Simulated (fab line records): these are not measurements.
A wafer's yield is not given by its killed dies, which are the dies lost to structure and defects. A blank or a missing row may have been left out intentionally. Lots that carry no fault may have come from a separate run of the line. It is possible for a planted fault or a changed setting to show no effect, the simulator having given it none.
Which tool is to blame? / flow nand_harc / Sampling: 6 lots, 18 wafers, 2 of 1302 route steps

WHAT THE GAUGES SHOWED, per wafer
NHARC_P_M2_OVL_MEAS_10: pitch 340 nm.
lot=L637; measured=day 7 17:40; on=overlay-01; overlay_x_nm (nm)=1.4 1.2 1.1
lot=L642; measured=day 9 18:17; on=overlay-02; overlay_x_nm (nm)=1.3 1.0 1.3
lot=L647; measured=day 11 14:30; on=overlay-02; overlay_x_nm (nm)=0.0 -0.5 -0.8
lot=L650; measured=day 13 02:25; on=overlay-01; overlay_x_nm (nm)=-0.2 -0.6 -0.4
lot=L652; measured=day 14 03:19; on=overlay-01; overlay_x_nm (nm)=1.4 0.9 0.8
lot=L655; measured=day 15 06:56; on=overlay-02; overlay_x_nm (nm)=0.2 0.6 0.0

WHAT TOOL EACH LOT RAN ON (gives the tool, then ch and the chambers of the sampled wafers, and finally the start)
lot=L637; NHARC_P_M1_STRIP_18=rie_diel-02 ch 1,3, day 7 14:05
lot=L642; NHARC_P_M1_STRIP_18=rie_diel-02 ch 2,3, day 9 14:30
lot=L647; NHARC_P_M1_STRIP_18=rie_diel-02 ch 0,1, day 11 10:57
lot=L650; NHARC_P_M1_STRIP_18=rie_diel-05 ch 0,1,2, day 12 22:46
lot=L652; NHARC_P_M1_STRIP_18=rie_diel-04 ch 0,2,3, day 13 23:44
lot=L655; NHARC_P_M1_STRIP_18=rie_diel-04 ch 0,2,3, day 15 03:25
- NHARC_P_M1_STRIP_18: strips in N2/H2.

THE ANSWER, worked out from the rows above alone
Rule: usual is defined by the lots themselves. The widest of any qualifying gaps counts: lots, ordered by their means at a reading, are off when they make up no more than a third of the lots, leave a main group of 4 or more, and stand apart from it by 3 or more times the standard deviation of that group's means. Not used: any main group whose means are identical at the precision the tables above print for the reading. Also off: a lot with no number at a reading for which 4 or more lots have one. Any other lot the step has rows for is counted as sound.
No lot is off on any of the readings shown, so nothing can be concluded from this.

WHAT HAD BEEN PUT IN BY THE SIMULATOR
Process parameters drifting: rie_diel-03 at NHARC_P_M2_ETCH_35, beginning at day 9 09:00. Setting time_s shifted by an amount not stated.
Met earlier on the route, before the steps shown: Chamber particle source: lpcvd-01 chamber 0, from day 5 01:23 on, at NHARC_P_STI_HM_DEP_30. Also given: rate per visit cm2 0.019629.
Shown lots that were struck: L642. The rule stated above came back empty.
